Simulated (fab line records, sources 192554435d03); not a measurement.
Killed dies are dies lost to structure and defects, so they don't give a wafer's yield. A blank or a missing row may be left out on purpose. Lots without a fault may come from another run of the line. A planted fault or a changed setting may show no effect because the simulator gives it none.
fab line records | flow n5_finfet
record lots=7 wafers=21
route steps=1938 shown BEOL_M15@1779 MIM_BOT@1833 PASSIVATION@1930
start_h: hours from the record's first day to the start of the lot's first wafer shown | wait_h: hours since the lot's step before | " the same as in the row above | L1.1+2: a row that stands for several wafers | - no value, or no start given | * or withheld: withheld | < > ~ a bound
route shown NAME@n: a module of which the file shows steps, and the number in the route of the first | usual: mean/standard deviation of fault-free wafers | same: alike in all rows | chamber/n: place in a boat | sites: the reading at each site | _std_site: their standard deviation | _edge_site: outer sites' mean less inner sites' | radius_mm: how far each site lies from the wafer's centre | mask NAME#n: copy n | behind: the tool/chamber that last shaped the wafer | hold: why the lot was held/for how many hours/how that ended | device: the transistor (n, p or np) that didn't switch | end of line: the same wafers' tests at the end of the route | a step without rows: its recipe alone | killed: dies lost to structure and defects at the first sort, not the wafer's yield | map: a wafer's dies, x killed, . not, _ none there
set.NAME: the setting as run; set.NAME@STEP: as run at that earlier step | model.NAME: the simulator's own value behind a step, which no gauge read
lots whose settings were changed on purpose; a table a step, a row a wafer
## steps
# step N5_BEOL_M15_EXPOSE_07
# recipe mask_id=V14 na=0.8 source_shape=annular sigma_inner=0.5 sigma_outer=0.8 polarization=unpolarized attpsm_phase_deg=180 dose_mj=41.25
# columns lot.wafer tool chamber start_h wait_h mask set.dose_mj
L076.1 krf_scanner-01 0 296.40 - V14#0 39.33
L076.3+6 " 0 " " V14#0 41.25
L077.3 krf_scanner-02 0 304.83 - V14#0 39.41
L077.4+6 " 0 " " V14#0 41.25
L078.2+4+5 krf_scanner-02 0 314.02 - V14#0 41.25
L081.3+6 krf_scanner-02 0 323.61 - V14#0 38.2
L081.4 " 0 " " V14#0 41.25
L091.2+3+6 krf_scanner-02 0 404.05 - V14#0 38.74
L095.3+4+5 krf_scanner-02 0 408.44 - V14#0 41.25
L093.2+4 krf_scanner-01 0 416.58 - V14#0 41.25
L093.5 " 0 " " V14#0 42.96
# step N5_BEOL_M15_PEB_08
# recipe peb_temp_c=130 peb_time_s=90
# step N5_BEOL_M15_DEVELOP_09
# recipe develop_time_s=45 rinse_liquid=diw dry=air_spin dev_temp_c=21
# step N5_BEOL_M15_HARDBAKE_14
# recipe temp_c=130 time_s=120
# step N5_BEOL_M15_CD_MEAS_10
# recipe target_cd_nm=360 landing_energy_ev=500 detector=se_inlens polarity=opening
# usual cd_nm=360.5/1.9
# columns lot.wafer tool chamber start_h wait_h set.dose_mj@BEOL_M15_EXPOSE_07 cd_nm
L076.1 cd_sem-01 0 296.57 - 39.33 354.2
L076.3 " 0 " " 41.25 360.3
L076.6 " 0 " " 41.25 361.2
L077.3 cd_sem-03 0 304.99 - 39.41 353.2
L077.4 " 0 " " 41.25 365.8
L077.6 " 0 " " 41.25 363.1
L078.2 cd_sem-01 0 314.19 - 41.25 358.0
L078.4 " 0 " " 41.25 361.0
L078.5 " 0 " " 41.25 360.6
L081.3 cd_sem-03 0 323.78 - 38.2 346.1
L081.4 " 0 " " 41.25 360.5
L081.6 " 0 " " 38.2 348.1
L091.2 cd_sem-01 0 404.22 - 38.74 348.4
L091.3 " 0 " " 38.74 353.7
L091.6 " 0 " " 38.74 350.2
L095.3 cd_sem-01 0 408.60 - 41.25 361.1
L095.4 " 0 " " 41.25 359.3
L095.5 " 0 " " 41.25 359.8
L093.2 cd_sem-03 0 416.75 - 41.25 358.8
L093.4 " 0 " " 41.25 359.8
L093.5 " 0 " " 42.96 368.8
# step N5_BEOL_M15_DESCUM_15
# recipe chemistry=O2 time_s=7.9 source_power_w=50 bias_power_w=20 pressure_mtorr=20 rf_frequency_hz=2.712e+07 temp_c=40 o2_flow_sccm=225
# step N5_BEOL_M15_ETCH_59
# recipe chemistry=N2/H2 target=BARC target_depth_a=890 overetch_a=267 time_s=67.9 ion_energy_ev=200 pressure_mtorr=30 source_w=840 bias_w=150 n2_flow_sccm=200 h2_flow_sccm=200
# step N5_BEOL_M15_VIA_ETCH_16
# recipe chemistry=C4F8/O2/Ar target=SiO2 he_inner_torr=15 he_outer_torr=30 target_depth_a=17922 time_s=withheld ion_energy_ev=800 pressure_mtorr=20 source_w=1905 bias_w=2040 Ar_flow_sccm=400 C4F8_flow_sccm=16 O2_flow_sccm=12 ends=cleared
# columns lot.wafer tool chamber start_h wait_h set.time_s@BEOL_M15_ILD_DEP_00 model.etch.depth_nm model.coat_of_BEOL_M15_COAT_04.thk_nm
L076.1 rie_diel-02 3 296.74 0.0 * 1618 335.2
L076.3 " 2 " " * 1613 338.8
L076.6 " 1 " " * 1731 312
L077.3 rie_diel-06 2 305.16 0.0 * 1612 340.2
L077.4 " 1 " " * 1652 336.8
L077.6 " 0 " " * 1478 362
L078.2 rie_diel-04 2 314.36 0.0 * 1637 322
L078.4 " 0 " " * 1648 321.8
L078.5 " 0 " " * 1641 323
L081.3 rie_diel-02 0 323.95 0.0 * 1617 338
L081.4 " 3 " " * 1646 328
L081.6 " 2 " " * 1639 330.8
L091.2 rie_diel-02 0 404.39 0.0 * 1635 335
L091.3 " 1 " " * 1834 283
L091.6 " 2 " " * 1634 331.8
L095.3 rie_diel-04 2 408.77 0.0 * 1830 279.4
L095.4 " 0 " " * 1670 318
L095.5 " 1 " " * 1846 276.8
L093.2 rie_diel-06 2 417.22 0.0 * 1520 362.2
L093.4 " 0 " " * 1519 352.8
L093.5 " 2 " " * 1649 331.6
# step N5_BEOL_M15_STRIP_63
# recipe chemistry=O2 power_w=600 temp_c=60 pressure_mtorr=30 rf_frequency_hz=6e+07 bias_power_w=0 overash_fraction=0.3 o2_flow_sccm=225
# step N5_BEOL_M15_STRIP_64
# recipe chemistry=O2 power_w=600 temp_c=60 pressure_mtorr=30 rf_frequency_hz=6e+07 bias_power_w=0 overash_fraction=0.3 o2_flow_sccm=225
# step N5_BEOL_M15_STRIP_65
# recipe chemistry=post_etch_residue_remover time_s=60 temp_c=25 remover_ph=withheld remover_water_wt_pct=withheld remover_fluoride_wt_pct=withheld
# step N5_BEOL_M15_SRD_66
# recipe time_s=30 temp_c=23 rinse_liquid=diw dry=n2_spin spin_rpm=1500 dry_time_s=30
# step N5_BEOL_M15_CD_MEAS_17
# recipe target_cd_nm=360 polarity=opening
# usual cd_nm=361.8/2.2
# columns lot.wafer tool chamber start_h wait_h set.dose_mj@BEOL_M15_EXPOSE_07 cd_nm
L076.1 cd_sem-03 - 297.15 0.0 39.33 355.3
L076.3 " - " " 41.25 359.9
L076.6 " - " " 41.25 364.7
L077.3 cd_sem-02 - 305.58 0.0 39.41 354.6
L077.4 " - " " 41.25 367.4
L077.6 " - " " 41.25 362.2
L078.2 cd_sem-02 - 314.78 0.0 41.25 361.3
L078.4 " - " " 41.25 362.1
L078.5 " - " " 41.25 360.8
L081.3 cd_sem-03 - 324.36 0.0 38.2 349.1
L081.4 " - " " 41.25 360.8
L081.6 " - " " 38.2 348.5
L091.2 cd_sem-03 - 404.81 0.0 38.74 350.3
L091.3 " - " " 38.74 357.9
L091.6 " - " " 38.74 350.8
L095.3 cd_sem-01 - 409.19 0.0 41.25 364.6
L095.4 " - " " 41.25 361.3
L095.5 " - " " 41.25 363.5
L093.2 cd_sem-02 - 417.63 0.0 41.25 357.5
L093.4 " - " " 41.25 358.2
L093.5 " - " " 42.96 368.8
# step N5_MIM_BOT_SPUTTER_00
# recipe material=TiN target_thk_a=350 temp_c=200 power_w=3000 chamber_pressure_pa=0.49996 gas=Ar reactive_partial_pa=0.37997 time_s=89.7
# columns lot.wafer tool chamber start_h wait_h set.time_s model.TiN_of_MIM_BOT_SPUTTER_00.thk_nm
L076.1 pvd_sputter-01 - 309.96 0.0 89.7 34.8
L076.3 " - " " 89.7 35.2
L076.6 " - " " 89.7 35.4
L077.3 pvd_sputter-01 - 310.98 0.0 85.06 33.2
L077.4 " - " " 85.06 33.4
L077.6 " - " " 89.7 34.8
L078.2+4 pvd_sputter-01 - 324.69 0.0 89.7 34.8
L078.5 " - " " 89.7 35.2
L081.3 pvd_sputter-03 - 334.99 0.0 89.7 35
L081.4 " - " " 89.7 34.8
L081.6 " - " " 95.99 37.2
L091.2 pvd_sputter-01 - 411.31 0.0 89.7 35.6
L091.3 " - " " 85.82 34.4
L091.6 " - " " 89.7 36.4
L095.3 pvd_sputter-03 - 414.39 0.0 102.4 39.8
L095.4+5 " - " " 89.7 34.6
L093.2 pvd_sputter-01 - 431.83 0.0 93.67 36.4
L093.4 " - " " 89.7 34.8
L093.5 " - " " 89.7 34.6
# step N5_PASSIVATION_ETCH_54
# recipe chemistry=CHF3/O2 target=SiO2 target_depth_a=8800 CHF3_flow_sccm=50 O2_flow_sccm=5 Ar_flow_sccm=200 time_s=440 mask_material=PR pressure_mtorr=30 source_w=650 bias_w=170 ion_energy_ev=200
# usual rf_vpp_V=532/10
# columns lot.wafer tool chamber start_h wait_h set.source_w rf_vpp_V model.PASSIVATION.feature_depth_nm model.etch.depth_nm
L076.1 rie_diel-01 1 318.74 0.1 745.2 485 928.8 928.8
L076.3 " 2 " " 745.2 506 931.4 931.4
L076.6 " 1 " " 650 519 885.8 885.8
L077.3 rie_diel-01 1 324.05 0.1 650 518 887.8 887.9
L077.4 " 3 " " 650 537 892.8 892.7
L077.6 " 2 " " 650 543 892.4 892.4
L078.2 rie_diel-05 2 333.77 0.1 650 535 860 860
L078.4 " 1 " " 650 516 863.6 863.6
L078.5 " 0 " " 650 512 862.2 862.2
L081.3 rie_diel-05 1 343.26 0.1 590.7 539 836.4 836.4
L081.4 " 2 " " 590.7 561 827.2 827.1
L081.6 " 0 " " 650 512 863.6 863.6
L091.2 rie_diel-01 2 422.56 0.1 650 540 894.8 894.8
L091.3 " 3 " " 650 538 892.8 892.8
L091.6 " 3 " " 542.1 588 828.4 828.3
L095.3 rie_diel-05 1 427.47 0.1 755.9 477 914.6 914.7
L095.4 " 0 " " 650 511 871.6 871.7
L095.5 " 1 " " 650 516 859.4 859.4
L093.2 rie_diel-01 1 441.64 0.2 593 543 862.8 862.9
L093.4 " 1 " " 650 520 893.8 893.8
L093.5 " 1 " " 650 518 891.8 891.8
## key
split step=N5_BEOL_M15_EXPOSE_07 setting=dose_mj stated=41.25 by=wafer
response step=N5_BEOL_M15_CD_MEAS_10 reading=cd_nm change=+1.93 per=1% r=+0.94
response step=N5_BEOL_M15_CD_MEAS_17 reading=cd_nm change=+1.87 per=1% r=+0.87
split step=N5_MIM_BOT_SPUTTER_00 setting=time_s stated=89.7 by=wafer
response step=N5_MIM_BOT_SPUTTER_00 reading=model.TiN_of_MIM_BOT_SPUTTER_00.thk_nm change=+0.356 per=1% r=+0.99
split step=N5_PASSIVATION_ETCH_54 setting=source_w stated=650 by=wafer
response step=N5_PASSIVATION_ETCH_54 reading=rf_vpp_V change=-2.52 per=1% r=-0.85
response step=N5_PASSIVATION_ETCH_54 reading=model.PASSIVATION.feature_depth_nm change=+3.37 per=1% r=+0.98
response step=N5_PASSIVATION_ETCH_54 reading=model.etch.depth_nm change=+3.37 per=1% r=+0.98
split outside_this_file step=N5_BEOL_M15_ILD_DEP_00 setting=time_s
# split outside_this_file: this setting was split too, and the file shows its column; the key of that split is in another file
